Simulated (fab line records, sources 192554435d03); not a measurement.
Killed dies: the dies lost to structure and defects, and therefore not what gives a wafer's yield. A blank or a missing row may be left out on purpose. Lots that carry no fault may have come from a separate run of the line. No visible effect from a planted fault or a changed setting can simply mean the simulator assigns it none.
fab line records :: flow n5-finfet
record:
  lots: 14
  wafers: 42
  last-day: 18
route steps=1938 shown START@1 ZERO_LAYER@11 WELL_APT@28
lots untouched by any fault: they come from a run of this same line in which no faults occurred
start-h: the number of hours between the record's first day and the start of the first shown wafer of the lot :: wait-h: hours elapsed since this lot's preceding step :: " same as the row above :: L1.1+2: a row that stands for several wafers :: - no value, or no start was given :: * or withheld: withheld :: < > ~ a bound
route shown NAME@n: NAME is a module with steps in the file, n the number in the route of the first one :: usual: the fault-free wafers' mean and standard deviation :: same: alike in all rows :: chamber/n: place in a boat :: sites: readings site by site :: _std_site: the values' standard deviation :: _edge_site: mean of outer sites minus mean of inner sites :: radius-mm: how far each site lies from the wafer's centre :: mask NAME#n: copy n :: behind: tool/chamber where the wafer was last shaped :: hold: why the lot went on hold/how many hours it stayed there/how the hold came to an end :: device: names the non-switching transistor (n, p or np) :: end of line: tests run on the same wafers once the route is complete :: for a step that has no rows: nothing shown but its recipe :: killed: dies that structure and defects cost at the first sort, which is not the same as the wafer's yield :: map: a wafer's dies, marking killed ones x, the rest . and places with no die _
set.NAME: setting as actually run; set.NAME@STEP: the setting as run at that earlier step :: model.NAME: the simulator's own value behind a step, which no gauge read
route steps across a sampled set of lots; one table per step, one row per wafer
services: a tool's chamber out of use, with start hour (start-h, from the record's first day; less than 0 if before it), hours out, and reason
== steps ==
step: N5_START_INSPECT_01
recipe:
  inspect-instrument: unpatterned-scan
  mode: incoming
usual:
  raw-defect-count: 5.7/2.4
lot.wafer: L955.2
tool: defect-inspect-01
chamber: -
start-h: 18.03
wait-h: -
raw-defect-count: 10

lot.wafer: L955.4
tool: defect-inspect-01
chamber: -
start-h: 18.03
wait-h: -
raw-defect-count: 7

lot.wafer: L955.5
tool: defect-inspect-01
chamber: -
start-h: 18.03
wait-h: -
raw-defect-count: 7

lot.wafer: L956.1
tool: defect-inspect-01
chamber: -
start-h: 24.03
wait-h: -
raw-defect-count: 8

lot.wafer: L956.4
tool: defect-inspect-01
chamber: -
start-h: 24.03
wait-h: -
raw-defect-count: 6

lot.wafer: L956.6
tool: defect-inspect-01
chamber: -
start-h: 24.03
wait-h: -
raw-defect-count: 6

lot.wafer: L957.1
tool: defect-inspect-02
chamber: -
start-h: 30.03
wait-h: -
raw-defect-count: 5

lot.wafer: L957.3
tool: defect-inspect-02
chamber: -
start-h: 30.03
wait-h: -
raw-defect-count: 5

lot.wafer: L957.4
tool: defect-inspect-02
chamber: -
start-h: 30.03
wait-h: -
raw-defect-count: 8

lot.wafer: L958.1
tool: defect-inspect-02
chamber: -
start-h: 36.03
wait-h: -
raw-defect-count: 11

lot.wafer: L958.4
tool: defect-inspect-02
chamber: -
start-h: 36.03
wait-h: -
raw-defect-count: 5

lot.wafer: L958.6
tool: defect-inspect-02
chamber: -
start-h: 36.03
wait-h: -
raw-defect-count: 5

lot.wafer: L961.2
tool: defect-inspect-01
chamber: -
start-h: 54.03
wait-h: -
raw-defect-count: 6

lot.wafer: L961.3
tool: defect-inspect-01
chamber: -
start-h: 54.03
wait-h: -
raw-defect-count: 3

lot.wafer: L961.4
tool: defect-inspect-01
chamber: -
start-h: 54.03
wait-h: -
raw-defect-count: 4

lot.wafer: L966.4
tool: defect-inspect-02
chamber: -
start-h: 84.04
wait-h: -
raw-defect-count: 7

lot.wafer: L966.5
tool: defect-inspect-02
chamber: -
start-h: 84.04
wait-h: -
raw-defect-count: 8

lot.wafer: L966.6
tool: defect-inspect-02
chamber: -
start-h: 84.04
wait-h: -
raw-defect-count: 8

lot.wafer: L968.1
tool: defect-inspect-01
chamber: -
start-h: 96.03
wait-h: -
raw-defect-count: 3

lot.wafer: L968.2
tool: defect-inspect-01
chamber: -
start-h: 96.03
wait-h: -
raw-defect-count: 7

lot.wafer: L968.4
tool: defect-inspect-01
chamber: -
start-h: 96.03
wait-h: -
raw-defect-count: 4

lot.wafer: L969.1
tool: defect-inspect-02
chamber: -
start-h: 102.03
wait-h: -
raw-defect-count: 11

lot.wafer: L969.4
tool: defect-inspect-02
chamber: -
start-h: 102.03
wait-h: -
raw-defect-count: 3

lot.wafer: L969.6
tool: defect-inspect-02
chamber: -
start-h: 102.03
wait-h: -
raw-defect-count: 6

lot.wafer: L971.1
tool: defect-inspect-02
chamber: -
start-h: 114.03
wait-h: -
raw-defect-count: 6

lot.wafer: L971.2
tool: defect-inspect-02
chamber: -
start-h: 114.03
wait-h: -
raw-defect-count: 3

lot.wafer: L971.3
tool: defect-inspect-02
chamber: -
start-h: 114.03
wait-h: -
raw-defect-count: 11

lot.wafer: L972.4
tool: defect-inspect-01
chamber: -
start-h: 120.04
wait-h: -
raw-defect-count: 7

lot.wafer: L972.5
tool: defect-inspect-01
chamber: -
start-h: 120.04
wait-h: -
raw-defect-count: 3

lot.wafer: L972.6
tool: defect-inspect-01
chamber: -
start-h: 120.04
wait-h: -
raw-defect-count: 6

lot.wafer: L973.1
tool: defect-inspect-02
chamber: -
start-h: 126.03
wait-h: -
raw-defect-count: 8

lot.wafer: L973.2
tool: defect-inspect-02
chamber: -
start-h: 126.03
wait-h: -
raw-defect-count: 3

lot.wafer: L973.4
tool: defect-inspect-02
chamber: -
start-h: 126.03
wait-h: -
raw-defect-count: 5

lot.wafer: L974.2
tool: defect-inspect-01
chamber: -
start-h: 132.03
wait-h: -
raw-defect-count: 5

lot.wafer: L974.5
tool: defect-inspect-01
chamber: -
start-h: 132.03
wait-h: -
raw-defect-count: 5

lot.wafer: L974.6
tool: defect-inspect-01
chamber: -
start-h: 132.03
wait-h: -
raw-defect-count: 4

lot.wafer: L976.1
tool: defect-inspect-01
chamber: -
start-h: 144.03
wait-h: -
raw-defect-count: 4

lot.wafer: L976.2
tool: defect-inspect-01
chamber: -
start-h: 144.03
wait-h: -
raw-defect-count: 3

lot.wafer: L976.3
tool: defect-inspect-01
chamber: -
start-h: 144.03
wait-h: -
raw-defect-count: 5

lot.wafer: L977.1
tool: defect-inspect-01
chamber: -
start-h: 150.03
wait-h: -
raw-defect-count: 7

lot.wafer: L977.2
tool: defect-inspect-01
chamber: -
start-h: 150.03
wait-h: -
raw-defect-count: 5

lot.wafer: L977.5
tool: defect-inspect-01
chamber: -
start-h: 150.03
wait-h: -
raw-defect-count: 6
step: N5_ZERO_LAYER_DEVELOP_10
recipe:
  develop-time-s: 60
  rinse-liquid: diw
  dry: air-spin
  dev-temp-c: 21
usual:
  chill-plate-temp-C: 22.97/0.12
  develop-time-s: 60/0
  exhaust-pa: 45.1/1.1
lot.wafer: L955.2
tool: litho-track-02
chamber: 0
start-h: 18.65
wait-h: -
chill-plate-temp-C: 23.05
develop-time-s: 60
exhaust-pa: 43.0

lot.wafer: L955.4
tool: litho-track-02
chamber: 0
start-h: 18.65
wait-h: -
chill-plate-temp-C: 23.00
develop-time-s: 60
exhaust-pa: 42.9

lot.wafer: L955.5
tool: litho-track-02
chamber: 0
start-h: 18.65
wait-h: -
chill-plate-temp-C: 22.97
develop-time-s: 60
exhaust-pa: 43.7

lot.wafer: L956.1
tool: litho-track-03
chamber: -
start-h: 24.53
wait-h: -
chill-plate-temp-C: -
develop-time-s: -
exhaust-pa: -

lot.wafer: L956.4
tool: litho-track-03
chamber: -
start-h: 24.53
wait-h: -
chill-plate-temp-C: -
develop-time-s: -
exhaust-pa: -

lot.wafer: L956.6
tool: litho-track-03
chamber: -
start-h: 24.53
wait-h: -
chill-plate-temp-C: -
develop-time-s: -
exhaust-pa: -

lot.wafer: L957.1
tool: litho-track-03
chamber: -
start-h: 30.53
wait-h: -
chill-plate-temp-C: -
develop-time-s: -
exhaust-pa: -

lot.wafer: L957.3
tool: litho-track-03
chamber: -
start-h: 30.53
wait-h: -
chill-plate-temp-C: -
develop-time-s: -
exhaust-pa: -

lot.wafer: L957.4
tool: litho-track-03
chamber: -
start-h: 30.53
wait-h: -
chill-plate-temp-C: -
develop-time-s: -
exhaust-pa: -

lot.wafer: L958.1
tool: litho-track-03
chamber: 0
start-h: 36.54
wait-h: -
chill-plate-temp-C: 23.05
develop-time-s: 60
exhaust-pa: 46.0

lot.wafer: L958.4
tool: litho-track-03
chamber: 0
start-h: 36.54
wait-h: -
chill-plate-temp-C: 23.07
develop-time-s: 60
exhaust-pa: 44.1

lot.wafer: L958.6
tool: litho-track-03
chamber: 0
start-h: 36.54
wait-h: -
chill-plate-temp-C: 23.22
develop-time-s: 60
exhaust-pa: 44.9

lot.wafer: L961.2
tool: litho-track-01
chamber: 0
start-h: 54.56
wait-h: -
chill-plate-temp-C: 22.78
develop-time-s: 60
exhaust-pa: 45.9

lot.wafer: L961.3
tool: litho-track-01
chamber: 0
start-h: 54.56
wait-h: -
chill-plate-temp-C: 22.86
develop-time-s: 60
exhaust-pa: 46.9

lot.wafer: L961.4
tool: litho-track-01
chamber: 0
start-h: 54.56
wait-h: -
chill-plate-temp-C: 22.87
develop-time-s: 60
exhaust-pa: 46.5

lot.wafer: L966.4
tool: litho-track-02
chamber: 0
start-h: 84.58
wait-h: -
chill-plate-temp-C: 23.14
develop-time-s: 60
exhaust-pa: 44.1

lot.wafer: L966.5
tool: litho-track-02
chamber: 0
start-h: 84.58
wait-h: -
chill-plate-temp-C: 23.21
develop-time-s: 60
exhaust-pa: 44.5

lot.wafer: L966.6
tool: litho-track-02
chamber: 0
start-h: 84.58
wait-h: -
chill-plate-temp-C: 23.04
develop-time-s: 60
exhaust-pa: 42.6

lot.wafer: L968.1
tool: litho-track-03
chamber: 0
start-h: 96.66
wait-h: -
chill-plate-temp-C: 22.99
develop-time-s: 60
exhaust-pa: 44.4

lot.wafer: L968.2
tool: litho-track-03
chamber: 0
start-h: 96.66
wait-h: -
chill-plate-temp-C: 23.02
develop-time-s: 60
exhaust-pa: 46.3

lot.wafer: L968.4
tool: litho-track-03
chamber: 0
start-h: 96.66
wait-h: -
chill-plate-temp-C: 23.06
develop-time-s: 60
exhaust-pa: 46.0

lot.wafer: L969.1
tool: litho-track-03
chamber: 0
start-h: 102.65
wait-h: -
chill-plate-temp-C: 22.96
develop-time-s: 60
exhaust-pa: 46.0

lot.wafer: L969.4
tool: litho-track-03
chamber: 0
start-h: 102.65
wait-h: -
chill-plate-temp-C: 22.94
develop-time-s: 60
exhaust-pa: 47.1

lot.wafer: L969.6
tool: litho-track-03
chamber: 0
start-h: 102.65
wait-h: -
chill-plate-temp-C: 23.02
develop-time-s: 60
exhaust-pa: 45.8

lot.wafer: L971.1
tool: litho-track-03
chamber: 0
start-h: 114.65
wait-h: -
chill-plate-temp-C: 23.04
develop-time-s: 60
exhaust-pa: 44.2

lot.wafer: L971.2
tool: litho-track-03
chamber: 0
start-h: 114.65
wait-h: -
chill-plate-temp-C: 22.96
develop-time-s: 60
exhaust-pa: 46.4

lot.wafer: L971.3
tool: litho-track-03
chamber: 0
start-h: 114.65
wait-h: -
chill-plate-temp-C: 23.04
develop-time-s: 60
exhaust-pa: 45.8

lot.wafer: L972.4
tool: litho-track-03
chamber: 0
start-h: 120.84
wait-h: -
chill-plate-temp-C: 23.19
develop-time-s: 60
exhaust-pa: 44.7

lot.wafer: L972.5
tool: litho-track-03
chamber: 0
start-h: 120.84
wait-h: -
chill-plate-temp-C: 22.93
develop-time-s: 60
exhaust-pa: 43.6

lot.wafer: L972.6
tool: litho-track-03
chamber: 0
start-h: 120.84
wait-h: -
chill-plate-temp-C: 22.96
develop-time-s: 60
exhaust-pa: 45.4

lot.wafer: L973.1
tool: litho-track-01
chamber: 0
start-h: 126.53
wait-h: -
chill-plate-temp-C: 23.12
develop-time-s: 60
exhaust-pa: 45.0

lot.wafer: L973.2
tool: litho-track-01
chamber: 0
start-h: 126.53
wait-h: -
chill-plate-temp-C: 22.93
develop-time-s: 60
exhaust-pa: 45.1

lot.wafer: L973.4
tool: litho-track-01
chamber: 0
start-h: 126.53
wait-h: -
chill-plate-temp-C: 23.08
develop-time-s: 60
exhaust-pa: 45.6

lot.wafer: L974.2
tool: litho-track-02
chamber: 0
start-h: 132.53
wait-h: -
chill-plate-temp-C: 23.14
develop-time-s: 60
exhaust-pa: 44.9

lot.wafer: L974.5
tool: litho-track-02
chamber: 0
start-h: 132.53
wait-h: -
chill-plate-temp-C: 22.92
develop-time-s: 60
exhaust-pa: 46.0

lot.wafer: L974.6
tool: litho-track-02
chamber: 0
start-h: 132.53
wait-h: -
chill-plate-temp-C: 23.06
develop-time-s: 60
exhaust-pa: 46.0

lot.wafer: L976.1
tool: litho-track-02
chamber: 0
start-h: 144.53
wait-h: -
chill-plate-temp-C: 22.91
develop-time-s: 60
exhaust-pa: 45.8

lot.wafer: L976.2
tool: litho-track-02
chamber: 0
start-h: 144.53
wait-h: -
chill-plate-temp-C: 23.00
develop-time-s: 60
exhaust-pa: 47.7

lot.wafer: L976.3
tool: litho-track-02
chamber: 0
start-h: 144.53
wait-h: -
chill-plate-temp-C: 22.71
develop-time-s: 60
exhaust-pa: 44.8

lot.wafer: L977.1
tool: litho-track-02
chamber: 0
start-h: 150.84
wait-h: -
chill-plate-temp-C: 23.08
develop-time-s: 60
exhaust-pa: 44.4

lot.wafer: L977.2
tool: litho-track-02
chamber: 0
start-h: 150.84
wait-h: -
chill-plate-temp-C: 23.17
develop-time-s: 60
exhaust-pa: 45.5

lot.wafer: L977.5
tool: litho-track-02
chamber: 0
start-h: 150.84
wait-h: -
chill-plate-temp-C: 22.99
develop-time-s: 60
exhaust-pa: 44.2
step: N5_WELL_APT_CD_MEAS_08
recipe:
  target-cd-nm: 200
  landing-energy-ev: 500
  detector: se-inlens
usual:
  cd-nm: 200.1/1.4
lot.wafer: L955.2
tool: cd-sem-03
chamber: 0
start-h: 20.06
wait-h: -
cd-nm: 200.8

lot.wafer: L955.4
tool: cd-sem-03
chamber: 0
start-h: 20.06
wait-h: -
cd-nm: 199.7

lot.wafer: L955.5
tool: cd-sem-03
chamber: 0
start-h: 20.06
wait-h: -
cd-nm: 200.5

lot.wafer: L958.1
tool: cd-sem-01
chamber: 0
start-h: 37.57
wait-h: -
cd-nm: 201.0

lot.wafer: L958.4
tool: cd-sem-01
chamber: 0
start-h: 37.57
wait-h: -
cd-nm: 200.6

lot.wafer: L958.6
tool: cd-sem-01
chamber: 0
start-h: 37.57
wait-h: -
cd-nm: 199.9

lot.wafer: L961.2
tool: cd-sem-03
chamber: 0
start-h: 55.61
wait-h: -
cd-nm: 199.9

lot.wafer: L961.3
tool: cd-sem-03
chamber: 0
start-h: 55.61
wait-h: -
cd-nm: 198.4

lot.wafer: L961.4
tool: cd-sem-03
chamber: 0
start-h: 55.61
wait-h: -
cd-nm: 201.4

lot.wafer: L966.4
tool: cd-sem-02
chamber: 0
start-h: 85.61
wait-h: -
cd-nm: 200.7

lot.wafer: L966.5
tool: cd-sem-02
chamber: 0
start-h: 85.61
wait-h: -
cd-nm: 201.9

lot.wafer: L966.6
tool: cd-sem-02
chamber: 0
start-h: 85.61
wait-h: -
cd-nm: 202.1

lot.wafer: L968.1
tool: cd-sem-01
chamber: 0
start-h: 98.24
wait-h: -
cd-nm: 198.1

lot.wafer: L968.2
tool: cd-sem-01
chamber: 0
start-h: 98.24
wait-h: -
cd-nm: 196.7

lot.wafer: L968.4
tool: cd-sem-01
chamber: 0
start-h: 98.24
wait-h: -
cd-nm: 198.3

lot.wafer: L969.1
tool: cd-sem-02
chamber: 0
start-h: 103.68
wait-h: -
cd-nm: 197.3

lot.wafer: L969.4
tool: cd-sem-02
chamber: 0
start-h: 103.68
wait-h: -
cd-nm: 199.6

lot.wafer: L969.6
tool: cd-sem-02
chamber: 0
start-h: 103.68
wait-h: -
cd-nm: 197.7

lot.wafer: L971.1
tool: cd-sem-02
chamber: 0
start-h: 115.81
wait-h: -
cd-nm: 199.2

lot.wafer: L971.2
tool: cd-sem-02
chamber: 0
start-h: 115.81
wait-h: -
cd-nm: 198.3

lot.wafer: L971.3
tool: cd-sem-02
chamber: 0
start-h: 115.81
wait-h: -
cd-nm: 199.9

lot.wafer: L972.4
tool: cd-sem-03
chamber: 0
start-h: 122.00
wait-h: -
cd-nm: 201.2

lot.wafer: L972.5
tool: cd-sem-03
chamber: 0
start-h: 122.00
wait-h: -
cd-nm: 200.8

lot.wafer: L972.6
tool: cd-sem-03
chamber: 0
start-h: 122.00
wait-h: -
cd-nm: 198.8

lot.wafer: L973.1
tool: cd-sem-01
chamber: 0
start-h: 127.56
wait-h: -
cd-nm: 202.6

lot.wafer: L973.2
tool: cd-sem-01
chamber: 0
start-h: 127.56
wait-h: -
cd-nm: 200.7

lot.wafer: L973.4
tool: cd-sem-01
chamber: 0
start-h: 127.56
wait-h: -
cd-nm: 201.0

lot.wafer: L974.2
tool: cd-sem-01
chamber: 0
start-h: 133.56
wait-h: -
cd-nm: 199.5

lot.wafer: L974.5
tool: cd-sem-01
chamber: 0
start-h: 133.56
wait-h: -
cd-nm: 199.2

lot.wafer: L974.6
tool: cd-sem-01
chamber: 0
start-h: 133.56
wait-h: -
cd-nm: 198.5

lot.wafer: L976.1
tool: cd-sem-02
chamber: 0
start-h: 145.73
wait-h: -
cd-nm: 201.7

lot.wafer: L976.2
tool: cd-sem-02
chamber: 0
start-h: 145.73
wait-h: -
cd-nm: 201.4

lot.wafer: L976.3
tool: cd-sem-02
chamber: 0
start-h: 145.73
wait-h: -
cd-nm: 200.8

lot.wafer: L977.1
tool: cd-sem-01
chamber: 0
start-h: 151.87
wait-h: -
cd-nm: 199.8

lot.wafer: L977.2
tool: cd-sem-01
chamber: 0
start-h: 151.87
wait-h: -
cd-nm: 199.1

lot.wafer: L977.5
tool: cd-sem-01
chamber: 0
start-h: 151.87
wait-h: -
cd-nm: 199.8
step: N5_WELL_APT_RTA_34
recipe:
  temp-c: 1000
  time-s: 10
  ambient: N2
  idle-temp-c: 600
  ramp-up-c-per-s: 150
  ramp-down-c-per-s: 60
  cool-to-c: 600
usual:
  lamp-power-pct: 13.01/0.059
  wafer_temp_C_max: 1003.7/1.2
lot.wafer: L955.2
tool: rtp-anneal-02
chamber: 0
start-h: 23.10
wait-h: 0.0
lamp-power-pct: 13.08
wafer_temp_C_max: 1003.8

lot.wafer: L955.4
tool: rtp-anneal-02
chamber: 0
start-h: 23.10
wait-h: 0.0
lamp-power-pct: 13.13
wafer_temp_C_max: 1005.6

lot.wafer: L955.5
tool: rtp-anneal-02
chamber: 0
start-h: 23.10
wait-h: 0.0
lamp-power-pct: 12.99
wafer_temp_C_max: 1006.1

lot.wafer: L958.1
tool: rtp-anneal-02
chamber: 0
start-h: 39.96
wait-h: 0.0
lamp-power-pct: 13.00
wafer_temp_C_max: 1002.6

lot.wafer: L958.4
tool: rtp-anneal-02
chamber: 0
start-h: 39.96
wait-h: 0.0
lamp-power-pct: 12.99
wafer_temp_C_max: 1002.8

lot.wafer: L958.6
tool: rtp-anneal-02
chamber: 0
start-h: 39.96
wait-h: 0.0
lamp-power-pct: 13.02
wafer_temp_C_max: 1003.3

lot.wafer: L961.2
tool: rtp-anneal-01
chamber: 0
start-h: 57.61
wait-h: 0.0
lamp-power-pct: 13.10
wafer_temp_C_max: 1004.8

lot.wafer: L961.3
tool: rtp-anneal-01
chamber: 0
start-h: 57.61
wait-h: 0.0
lamp-power-pct: 12.99
wafer_temp_C_max: 1002.2

lot.wafer: L961.4
tool: rtp-anneal-01
chamber: 0
start-h: 57.61
wait-h: 0.0
lamp-power-pct: 13.13
wafer_temp_C_max: 1005.4

lot.wafer: L966.4
tool: rtp-anneal-01
chamber: 0
start-h: 87.78
wait-h: 0.1
lamp-power-pct: 13.01
wafer_temp_C_max: 1002.9

lot.wafer: L966.5
tool: rtp-anneal-01
chamber: 0
start-h: 87.78
wait-h: 0.1
lamp-power-pct: 13.01
wafer_temp_C_max: 1003.8

lot.wafer: L966.6
tool: rtp-anneal-01
chamber: 0
start-h: 87.78
wait-h: 0.1
lamp-power-pct: 12.99
wafer_temp_C_max: 1004.1

lot.wafer: L968.1
tool: rtp-anneal-02
chamber: 0
start-h: 100.25
wait-h: 0.0
lamp-power-pct: 13.00
wafer_temp_C_max: 1006.2

lot.wafer: L968.2
tool: rtp-anneal-02
chamber: 0
start-h: 100.25
wait-h: 0.0
lamp-power-pct: 12.96
wafer_temp_C_max: 1003.6

lot.wafer: L968.4
tool: rtp-anneal-02
chamber: 0
start-h: 100.25
wait-h: 0.0
lamp-power-pct: 13.03
wafer_temp_C_max: 1003.5

lot.wafer: L969.1
tool: rtp-anneal-01
chamber: 0
start-h: 105.86
wait-h: 0.1
lamp-power-pct: 13.01
wafer_temp_C_max: 1005.4

lot.wafer: L969.4
tool: rtp-anneal-01
chamber: 0
start-h: 105.86
wait-h: 0.1
lamp-power-pct: 13.07
wafer_temp_C_max: 1003.2

lot.wafer: L969.6
tool: rtp-anneal-01
chamber: 0
start-h: 105.86
wait-h: 0.1
lamp-power-pct: 13.01
wafer_temp_C_max: 1003.1

lot.wafer: L971.1
tool: rtp-anneal-01
chamber: 0
start-h: 118.27
wait-h: 0.0
lamp-power-pct: 13.04
wafer_temp_C_max: 1003.2

lot.wafer: L971.2
tool: rtp-anneal-01
chamber: 0
start-h: 118.27
wait-h: 0.0
lamp-power-pct: 12.95
wafer_temp_C_max: 1002.9

lot.wafer: L971.3
tool: rtp-anneal-01
chamber: 0
start-h: 118.27
wait-h: 0.0
lamp-power-pct: 13.03
wafer_temp_C_max: 1005.2

lot.wafer: L972.4
tool: rtp-anneal-02
chamber: 0
start-h: 124.26
wait-h: 0.2
lamp-power-pct: 13.01
wafer_temp_C_max: 1004.2

lot.wafer: L972.5
tool: rtp-anneal-02
chamber: 0
start-h: 124.26
wait-h: 0.2
lamp-power-pct: 12.98
wafer_temp_C_max: 1000.9

lot.wafer: L972.6
tool: rtp-anneal-02
chamber: 0
start-h: 124.26
wait-h: 0.2
lamp-power-pct: 13.02
wafer_temp_C_max: 1005.1

lot.wafer: L973.1
tool: rtp-anneal-02
chamber: 0
start-h: 129.91
wait-h: 0.0
lamp-power-pct: 13.06
wafer_temp_C_max: 1001.5

lot.wafer: L973.2
tool: rtp-anneal-02
chamber: 0
start-h: 129.91
wait-h: 0.0
lamp-power-pct: 12.98
wafer_temp_C_max: 1005.5

lot.wafer: L973.4
tool: rtp-anneal-02
chamber: 0
start-h: 129.91
wait-h: 0.0
lamp-power-pct: 13.03
wafer_temp_C_max: 1004.0

lot.wafer: L974.2
tool: rtp-anneal-02
chamber: 0
start-h: 135.81
wait-h: 0.0
lamp-power-pct: 13.06
wafer_temp_C_max: 1006.1

lot.wafer: L974.5
tool: rtp-anneal-02
chamber: 0
start-h: 135.81
wait-h: 0.0
lamp-power-pct: 12.95
wafer_temp_C_max: 1002.7

lot.wafer: L974.6
tool: rtp-anneal-02
chamber: 0
start-h: 135.81
wait-h: 0.0
lamp-power-pct: 13.04
wafer_temp_C_max: 1002.6

lot.wafer: L976.1
tool: rtp-anneal-02
chamber: 0
start-h: 147.91
wait-h: 0.0
lamp-power-pct: 13.02
wafer_temp_C_max: 1003.6

lot.wafer: L976.2
tool: rtp-anneal-02
chamber: 0
start-h: 147.91
wait-h: 0.0
lamp-power-pct: 12.99
wafer_temp_C_max: 1002.1

lot.wafer: L976.3
tool: rtp-anneal-02
chamber: 0
start-h: 147.91
wait-h: 0.0
lamp-power-pct: 13.04
wafer_temp_C_max: 1004.8

lot.wafer: L977.1
tool: rtp-anneal-01
chamber: 0
start-h: 154.01
wait-h: 0.0
lamp-power-pct: 13.05
wafer_temp_C_max: 1003.7

lot.wafer: L977.2
tool: rtp-anneal-01
chamber: 0
start-h: 154.01
wait-h: 0.0
lamp-power-pct: 13.05
wafer_temp_C_max: 1002.7

lot.wafer: L977.5
tool: rtp-anneal-01
chamber: 0
start-h: 154.01
wait-h: 0.0
lamp-power-pct: 12.98
wafer_temp_C_max: 1003.1
== services ==
tool: litho-track-03
chamber: -
start-h: 60.45
hours: -
kind: consumable-replace:filter
== key ==
first-sign:
  step: N5_ZERO_LAYER_DEVELOP_10
  reading: tool-record
  direction: missing
effect none on later readings
met-at N5_ZERO_LAYER_DEVELOP_10
struck-lots L956,L957
later-rows-left-out L956.1,L956.4,L956.6,L957.1,L957.3,L957.4
sort-left-out L956.1,L956.4,L956.6,L957.1,L957.3,L957.4
not-acting-at N5_START_INSPECT_01,N5_WELL_APT_CD_MEAS_08,N5_WELL_APT_RTA_34
fault:
  kind: skipped-step-whole
  tool: litho-track-03
  chamber: -
  onset-h: 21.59
  steps: N5_ZERO_LAYER_DEVELOP_10
  scope: struck-lots-only
sort-left-out: the simulated sort isn't trusted on such a fault, so these wafers' sort isn't shown, and their yield isn't known
later-rows-left-out: the simulator's readings of these wafers behind a module that went badly wrong aren't trusted and aren't shown, but for the sort
